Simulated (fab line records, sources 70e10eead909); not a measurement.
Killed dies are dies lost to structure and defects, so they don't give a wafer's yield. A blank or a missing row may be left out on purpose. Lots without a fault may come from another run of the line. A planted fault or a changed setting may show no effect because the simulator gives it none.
Which tool did it? | flow nand_harc | 12 lots, 36 wafers sampled, at 5 steps of a route of 1302

WHAT THE GAUGES READ, wafer by wafer
NHARC_A_DECK1_JOINT_THK_MEAS_17: measures by ellipsometry. Usual: thk_nm 44.8 nm, standard deviation 1.3.
lot  | measured     | on            | thk_nm (nm)    | flag
L327 | day 12 10:29 | film_metro-01 | 43.3 45.4 44.1 |
L329 | day 13 18:38 | film_metro-02 | 45.1 47.5 46.9 |
L332 | day 15 02:59 | film_metro-02 | 46.6 46.7 45.2 |
L337 | day 16 21:01 | film_metro-01 | 42.9 33.4 47.4 |
L339 | day 17 15:32 | film_metro-02 | 44.8 44.7 42.8 |
L340 | day 18 09:50 | film_metro-02 | 45.2 45.1 42.8 |
L344 | day 20 01:23 | film_metro-02 | 43.6 44.9 44.1 |
L345 | day 20 12:50 | film_metro-01 | 45.1 45.7 44.6 |
L346 | day 21 01:19 | film_metro-01 | 42.4 43.7 45.0 |
L347 | day 21 01:25 | film_metro-01 | 45.2 42.0 42.3 |
L348 | day 21 01:19 | film_metro-02 | 44.6 45.3 44.2 |
L349 | day 21 21:47 | film_metro-02 | 45.9 44.0 46.5 |

NHARC_A_ONON_D2_THK_MEAS_11: measures by ellipsometry. Usual: thk_nm 998 nm, standard deviation 8.5.
lot  | measured     | on            | thk_nm (nm)    | flag
L327 | day 12 12:54 | film_metro-01 | 1011 1012 1012 |
L329 | day 13 20:56 | film_metro-01 | 985 985 986    |
L332 | day 15 05:18 | film_metro-01 | 1001 1001 1001 |
L337 | day 16 23:19 | film_metro-01 | 992 991 990    |
L339 | day 17 17:52 | film_metro-02 | 1003 1001 999  |
L340 | day 18 12:08 | film_metro-01 | 999 1000 1000  |
L344 | day 20 03:43 | film_metro-02 | 996 998 997    |
L345 | day 20 15:13 | film_metro-01 | 1003 1002 1002 |
L346 | day 21 03:38 | film_metro-01 | 992 993 993    |
L347 | day 21 03:44 | film_metro-02 | 1019 1019 1016 |
L348 | day 21 03:37 | film_metro-02 | 990 989 990    |
L349 | day 22 00:07 | film_metro-01 | 996 997 997    |

NHARC_A_ONON_D2_THK_MEAS_18: measures by ellipsometry. Usual: thk_nm 1001 nm, standard deviation 8.7.
lot  | measured     | on            | thk_nm (nm)    | flag
L327 | day 12 21:46 | film_metro-02 | 992 994 994    |
L329 | day 14 06:46 | film_metro-01 | 997 997 996    |
L332 | day 15 13:34 | film_metro-02 | 989 990 990    |
L337 | day 17 07:38 | film_metro-01 | 998 998 998    |
L339 | day 18 02:28 | film_metro-01 | 1005 1006 1006 |
L340 | day 18 20:05 | film_metro-02 | 1010 1012 1009 |
L344 | day 20 11:42 | film_metro-02 | 1018 1019 1019 |
L345 | day 20 23:14 | film_metro-02 | 991 993 994    |
L346 | day 21 14:50 | film_metro-01 | 1012 1010 1010 |
L347 | day 21 15:10 | film_metro-02 | 1006 1008 1007 |
L348 | day 21 14:50 | film_metro-02 | 1009 1012 1009 |
L349 | day 22 07:59 | film_metro-01 | 997 997 996    |

WHICH TOOL RAN EACH LOT (tool, then ch and the chambers of the sampled wafers, then the start)
lot  | NHARC_A_CHANNEL_FILL_D1_ETCHBACK_08           | NHARC_A_DECK1_JOINT_DEP_16
L327 | rie_diel-03 ch 1,2,3, day 12 10:12 or earlier | pecvd-02 ch 0,1,2, day 12 10:12
L329 | rie_diel-03 ch 0,1, day 13 18:21 or earlier   | pecvd-02 ch 0,2, day 13 18:21
L332 | rie_diel-13 ch 1,3, day 15 02:43 or earlier   | pecvd-02 ch 0,1,2, day 15 02:43
L337 | rie_diel-07 ch 0,1, day 16 20:46 or earlier   | pecvd-02 ch 0,1, day 16 20:46
L339 | rie_diel-07 ch 1,2, day 17 15:17 or earlier   | pecvd-01 ch 0,2, day 17 15:17
L340 | rie_diel-13 ch 2,3, day 18 09:33 or earlier   | pecvd-01 ch 0,1, day 18 09:33
L344 | rie_diel-03 ch 1,3, day 20 01:07 or earlier   | pecvd-02 ch 0,1,2, day 20 01:07
L345 | rie_diel-07 ch 0,1,3, day 20 12:35 or earlier | pecvd-02 ch 0,1,2, day 20 12:35
L346 | rie_diel-07 ch 1,2,3, day 21 01:02 or earlier | pecvd-02 ch 0,1,2, day 21 01:02
L347 | rie_diel-03 ch 2,3, day 21 01:10 or earlier   | pecvd-04 ch 0,2, day 21 01:10
L348 | rie_diel-13 ch 1,2,3, day 21 01:05 or earlier | pecvd-01 ch 1,2, day 21 01:05
L349 | rie_diel-03 ch 2,3, day 21 21:31 or earlier   | pecvd-02 ch 0,1, day 21 21:31
- NHARC_A_CHANNEL_FILL_D1_ETCHBACK_08: etches the open film in C4F8, target depth 220 nm, time 110 s.
- NHARC_A_DECK1_JOINT_DEP_16: deposits SiO2, target thk 45 nm.

WHAT THE TOOLS THEMSELVES READ (means of the sampled wafers that have a number; where no wafer has one, the mark that the record gives instead)
NHARC_A_CHANNEL_FILL_D1_ETCHBACK_08. Usual: oes_product_au 0.94 a.u., standard deviation 0.034; rf_vpp_V 440.9 V, standard deviation 2.7.
lot  | tool        | oes_product_au (a.u.) | rf_vpp_V (V) | flag
L327 | rie_diel-03 | 0.92                  | 440.2        |
L329 | rie_diel-03 | 0.92                  | 442.5        |
L332 | rie_diel-13 | 0.92                  | 442.4        |
L337 | rie_diel-07 | 0.93                  | 441.4        |
L339 | rie_diel-07 | 0.92                  | 439.7        |
L340 | rie_diel-13 | 0.93                  | 441.3        |
L344 | rie_diel-03 | 0.92                  | 440.0        |
L345 | rie_diel-07 | 0.91                  | 442.4        |
L346 | rie_diel-07 | 0.93                  | 441.2        |
L347 | rie_diel-03 | 0.92                  | 438.0        |
L348 | rie_diel-13 | 1.00                  | 443.0        |
L349 | rie_diel-03 | 0.92                  | 438.1        |

NHARC_A_DECK1_JOINT_DEP_16. Usual: heater_power_w 571 W, standard deviation 89; mfc_precursor_sccm 161.4 sccm, standard deviation 0.53; showerhead_vpp_V 1875 V, standard deviation 71; throttle_valve_pct 15.6 %, standard deviation 0.51.
lot  | tool     | heater_power_w (W) | mfc_precursor_sccm (sccm) | showerhead_vpp_V (V) | throttle_valve_pct (%) | flag
L327 | pecvd-02 | 559                | 161.2                     | 1826                 | 15.4                   |
L329 | pecvd-02 | 501                | 160.9                     | 1861                 | 15.3                   |
L332 | pecvd-02 | 491                | 161.1                     | 1819                 | 15.7                   |
L337 | pecvd-02 | 557                | 146.8                     | 1849                 | 15.4                   | OFF
L339 | pecvd-01 | 579                | 161.4                     | 1910                 | 15.3                   |
L340 | pecvd-01 | 666                | 161.6                     | 1879                 | 15.3                   |
L344 | pecvd-02 | 572                | 161.5                     | 1839                 | 15.5                   |
L345 | pecvd-02 | 558                | 161.1                     | 1806                 | 15.4                   |
L346 | pecvd-02 | 547                | 161.8                     | 1823                 | 15.4                   |
L347 | pecvd-04 | 568                | 161.1                     | 1951                 | 16.2                   |
L348 | pecvd-01 | 604                | 161.6                     | 1861                 | 15.5                   |
L349 | pecvd-02 | 562                | 161.0                     | 1834                 | 15.4                   |

THE ANSWER, worked out from the rows above alone
Rule: a lot is off if the mean of its wafers that have a number lies more than 3 standard deviations from the usual mean. A lot without any number at a reading at which 4 lots or more have one is off too. The other lots that the step has rows for count as sound. The gauges are gone through in route order, then the tools' own readings, and for those a lot's mean is taken as printed above. The first step at which some lot is off is used, and at that step the reading that is off furthest; a lot without a number counts as furthest.
Off: L337, at NHARC_A_DECK1_JOINT_DEP_16 (mfc_precursor_sccm).
A tool fits if, at that step or a process step before it, it ran every lot that is off, and no sound lot after the first of them. NHARC_A_CHANNEL_FILL_D1_ETCHBACK_08 gives no start for some lots, so the hours and the order of its lots are those of NHARC_A_DECK1_JOINT_DEP_16. None of those tried fits.

WHAT THE SIMULATOR HAD PUT IN
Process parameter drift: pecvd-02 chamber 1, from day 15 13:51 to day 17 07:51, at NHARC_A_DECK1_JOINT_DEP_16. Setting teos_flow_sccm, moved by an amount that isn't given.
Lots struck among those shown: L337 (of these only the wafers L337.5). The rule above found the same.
